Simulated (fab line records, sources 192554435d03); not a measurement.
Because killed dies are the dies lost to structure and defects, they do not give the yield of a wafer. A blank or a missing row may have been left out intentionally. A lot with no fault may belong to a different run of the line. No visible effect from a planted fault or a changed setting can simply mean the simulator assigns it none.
Split-lot experiment / flow n5-finfet / route with 1938 steps; 7 lots, 39 wafers read

## ABOUT THE SPLIT
At N5_BEOL_M9_ETCH_62 (etches SOC in N2/H2, target depth 110 nm, overetch 22 nm, time 165 s), the setting time-s was moved away from the recipe's 165 s on 12 of the 39 wafers read, by -43.7% to +50.8%. This setting was run at the recipe's value on the other wafers.

The reading is taken at the split's own step.

## THE READING
BEOL_M9.cd-offset-nm (the simulator's own value, which no gauge read), in nm, at N5_BEOL_M9_ETCH_62 (etches SOC in N2/H2, target depth 110 nm, overetch 22 nm, time 165 s). The file gives no usual value for it. Across the 27 wafers here that went through the recipe, the average is -0.1 nm and the standard deviation 0.37 nm.

wafer=L076.1; tool, chamber at the split=rie-diel-06, 1; time-s as run, s=210.9; against the recipe=+27.8%; BEOL_M9.cd-offset-nm, nm=0.6; against lot-mates on the recipe=+1.1
wafer=L076.2; tool, chamber at the split=rie-diel-06, 2; time-s as run, s=210.9; against the recipe=+27.8%; BEOL_M9.cd-offset-nm, nm=0.4; against lot-mates on the recipe=+0.9
wafer=L076.3; tool, chamber at the split=rie-diel-06, 0; time-s as run, s=165; against the recipe=recipe; BEOL_M9.cd-offset-nm, nm=-0.2; against lot-mates on the recipe=-
wafer=L076.4; tool, chamber at the split=rie-diel-06, 0; time-s as run, s=210.9; against the recipe=+27.8%; BEOL_M9.cd-offset-nm, nm=0.4; against lot-mates on the recipe=+0.9
wafer=L076.5; tool, chamber at the split=rie-diel-06, 2; time-s as run, s=165; against the recipe=recipe; BEOL_M9.cd-offset-nm, nm=-0.6; against lot-mates on the recipe=-
wafer=L076.6; tool, chamber at the split=rie-diel-06, 1; time-s as run, s=165; against the recipe=recipe; BEOL_M9.cd-offset-nm, nm=-0.6; against lot-mates on the recipe=-
wafer=L084.1; tool, chamber at the split=rie-diel-06, 3; time-s as run, s=165; against the recipe=recipe; BEOL_M9.cd-offset-nm, nm=0.4; against lot-mates on the recipe=-
wafer=L084.4; tool, chamber at the split=rie-diel-06, 0; time-s as run, s=165; against the recipe=recipe; BEOL_M9.cd-offset-nm, nm=0.6; against lot-mates on the recipe=-
wafer=L084.5; tool, chamber at the split=rie-diel-06, 2; time-s as run, s=165; against the recipe=recipe; BEOL_M9.cd-offset-nm, nm=-0.2; against lot-mates on the recipe=-
wafer=L085.1; tool, chamber at the split=rie-diel-06, 2; time-s as run, s=165; against the recipe=recipe; BEOL_M9.cd-offset-nm, nm=0.4; against lot-mates on the recipe=-
wafer=L085.2; tool, chamber at the split=rie-diel-06, 3; time-s as run, s=165; against the recipe=recipe; BEOL_M9.cd-offset-nm, nm=0; against lot-mates on the recipe=-
wafer=L085.3; tool, chamber at the split=rie-diel-06, 1; time-s as run, s=165; against the recipe=recipe; BEOL_M9.cd-offset-nm, nm=0; against lot-mates on the recipe=-
wafer=L085.4; tool, chamber at the split=rie-diel-06, 0; time-s as run, s=165; against the recipe=recipe; BEOL_M9.cd-offset-nm, nm=0; against lot-mates on the recipe=-
wafer=L085.5; tool, chamber at the split=rie-diel-06, 2; time-s as run, s=165; against the recipe=recipe; BEOL_M9.cd-offset-nm, nm=0.2; against lot-mates on the recipe=-
wafer=L085.6; tool, chamber at the split=rie-diel-06, 1; time-s as run, s=165; against the recipe=recipe; BEOL_M9.cd-offset-nm, nm=-0.2; against lot-mates on the recipe=-
wafer=L086.1; tool, chamber at the split=rie-diel-06, 2; time-s as run, s=165; against the recipe=recipe; BEOL_M9.cd-offset-nm, nm=0.2; against lot-mates on the recipe=-
wafer=L086.2; tool, chamber at the split=rie-diel-06, 3; time-s as run, s=165; against the recipe=recipe; BEOL_M9.cd-offset-nm, nm=-0.2; against lot-mates on the recipe=-
wafer=L086.3; tool, chamber at the split=rie-diel-06, 0; time-s as run, s=165; against the recipe=recipe; BEOL_M9.cd-offset-nm, nm=-0.4; against lot-mates on the recipe=-
wafer=L086.4; tool, chamber at the split=rie-diel-06, 1; time-s as run, s=165; against the recipe=recipe; BEOL_M9.cd-offset-nm, nm=-0.8; against lot-mates on the recipe=-
wafer=L086.5; tool, chamber at the split=rie-diel-06, 3; time-s as run, s=165; against the recipe=recipe; BEOL_M9.cd-offset-nm, nm=-0.2; against lot-mates on the recipe=-
wafer=L086.6; tool, chamber at the split=rie-diel-06, 0; time-s as run, s=165; against the recipe=recipe; BEOL_M9.cd-offset-nm, nm=-0.2; against lot-mates on the recipe=-
wafer=L087.1; tool, chamber at the split=rie-diel-06, 1; time-s as run, s=165; against the recipe=recipe; BEOL_M9.cd-offset-nm, nm=0.4; against lot-mates on the recipe=-
wafer=L087.2; tool, chamber at the split=rie-diel-06, 2; time-s as run, s=92.97; against the recipe=-43.7%; BEOL_M9.cd-offset-nm, nm=-0.8; against lot-mates on the recipe=-1.1
wafer=L087.3; tool, chamber at the split=rie-diel-06, 3; time-s as run, s=165; against the recipe=recipe; BEOL_M9.cd-offset-nm, nm=0.2; against lot-mates on the recipe=-
wafer=L087.4; tool, chamber at the split=rie-diel-06, 0; time-s as run, s=165; against the recipe=recipe; BEOL_M9.cd-offset-nm, nm=0.4; against lot-mates on the recipe=-
wafer=L087.5; tool, chamber at the split=rie-diel-06, 2; time-s as run, s=92.97; against the recipe=-43.7%; BEOL_M9.cd-offset-nm, nm=-0.8; against lot-mates on the recipe=-1.1
wafer=L087.6; tool, chamber at the split=rie-diel-06, 3; time-s as run, s=92.97; against the recipe=-43.7%; BEOL_M9.cd-offset-nm, nm=-1.2; against lot-mates on the recipe=-1.5
wafer=L079.1; tool, chamber at the split=rie-diel-03, 1; time-s as run, s=248.8; against the recipe=+50.8%; BEOL_M9.cd-offset-nm, nm=1.4; against lot-mates on the recipe=+1.5
wafer=L079.2; tool, chamber at the split=rie-diel-03, 2; time-s as run, s=248.8; against the recipe=+50.8%; BEOL_M9.cd-offset-nm, nm=1.4; against lot-mates on the recipe=+1.5
wafer=L079.3; tool, chamber at the split=rie-diel-03, 3; time-s as run, s=165; against the recipe=recipe; BEOL_M9.cd-offset-nm, nm=-0.2; against lot-mates on the recipe=-
wafer=L079.4; tool, chamber at the split=rie-diel-03, 2; time-s as run, s=165; against the recipe=recipe; BEOL_M9.cd-offset-nm, nm=-0.4; against lot-mates on the recipe=-
wafer=L079.5; tool, chamber at the split=rie-diel-03, 1; time-s as run, s=248.8; against the recipe=+50.8%; BEOL_M9.cd-offset-nm, nm=2; against lot-mates on the recipe=+2.1
wafer=L079.6; tool, chamber at the split=rie-diel-03, 3; time-s as run, s=165; against the recipe=recipe; BEOL_M9.cd-offset-nm, nm=0.2; against lot-mates on the recipe=-
wafer=L094.1; tool, chamber at the split=rie-diel-01, 3; time-s as run, s=165; against the recipe=recipe; BEOL_M9.cd-offset-nm, nm=0; against lot-mates on the recipe=-
wafer=L094.2; tool, chamber at the split=rie-diel-01, 1; time-s as run, s=121.5; against the recipe=-26.4%; BEOL_M9.cd-offset-nm, nm=-1.2; against lot-mates on the recipe=-0.8
wafer=L094.3; tool, chamber at the split=rie-diel-01, 2; time-s as run, s=165; against the recipe=recipe; BEOL_M9.cd-offset-nm, nm=-0.6; against lot-mates on the recipe=-
wafer=L094.4; tool, chamber at the split=rie-diel-01, 0; time-s as run, s=121.5; against the recipe=-26.4%; BEOL_M9.cd-offset-nm, nm=-1; against lot-mates on the recipe=-0.6
wafer=L094.5; tool, chamber at the split=rie-diel-01, 3; time-s as run, s=121.5; against the recipe=-26.4%; BEOL_M9.cd-offset-nm, nm=-0.4; against lot-mates on the recipe=+0.0
wafer=L094.6; tool, chamber at the split=rie-diel-01, 0; time-s as run, s=165; against the recipe=recipe; BEOL_M9.cd-offset-nm, nm=-0.6; against lot-mates on the recipe=-

FIT RESULTS
A straight line over all 39 wafers: BEOL_M9.cd-offset-nm changes by +0.0266 nm for each +1% of time-s; r = +0.84; the points scatter about the line by 0.37 nm.
The same after taking each lot's own level away (the mean of its wafers on the recipe; 39 wafers): +0.0304 nm for each +1%; r = +0.93; scatter 0.27 nm.
On that fit, the largest move of time-s shifts the reading by 1.5 nm.
Across the lots, their own levels run from -0.47 to 0.33 nm, a range of 2.2 times the standard deviation given above.
So the slope is not independent of the lot-to-lot level: the two fits are not the same.
Check: with one of the wafers moved furthest among these (+50.8%) left out of the fit, the line predicts +1.61 nm for it against its lot-mates. Against them it came out at +1.53 nm.

## THESE WAFERS: OTHER SPLITS
Note: prior to the reading, these wafers also went through further splits. Each is held against what the fit with the lots' levels taken away leaves over:
other split on the same wafers=N5_DUMMY_GATE_ETCH_32 time-s; wafers away from the commonest value=12; r with BEOL_M9.cd-offset-nm (lot level and that fit taken away)=-0.08
other split on the same wafers=N5_MOL_CONTACT_COAG_ETCHBACK_134 time-s; wafers away from the commonest value=18; r with BEOL_M9.cd-offset-nm (lot level and that fit taken away)=+0.05
other split on the same wafers=N5_BEOL_M5_ILD_DEP_00 target-thk-a; wafers away from the commonest value=18; r with BEOL_M9.cd-offset-nm (lot level and that fit taken away)=-0.08
other split on the same wafers=N5_BEOL_M7_ILD_DEP_00 time-s; wafers away from the commonest value=6; r with BEOL_M9.cd-offset-nm (lot level and that fit taken away)=+0.03

## THE WHOLE CHAIN: every reading that the file lists as answering this split, in the file's order
step=N5_BEOL_M9_ETCH_62; what it does=etches SOC in N2/H2, target depth 110 nm, overetch 22 nm, time 165 s; reading=etch.depth-nm (the simulator's own value, which no gauge read); change (the file's fit)=not straight: 73.3 at the lowest setting, 99.98 at the recipe, 100.2 at the highest; r (the file's)=not given
step=N5_BEOL_M9_ETCH_62; what it does=etches SOC in N2/H2, target depth 110 nm, overetch 22 nm, time 165 s; reading=SiARC_of_BEOL_M9_COAT_60.thk-nm (the simulator's own value, which no gauge read); change (the file's fit)=-0.0666 nm for each +1% of the setting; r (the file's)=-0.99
step=N5_BEOL_M9_ETCH_62; what it does=etches SOC in N2/H2, target depth 110 nm, overetch 22 nm, time 165 s; reading=BEOL_M9.cd-offset-nm (the simulator's own value, which no gauge read); change (the file's fit)=+0.0305 nm for each +1% of the setting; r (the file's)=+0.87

## FILE'S OWN FIT
BEOL_M9.cd-offset-nm changes by +0.0305 nm for each +1% of time-s, r = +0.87.
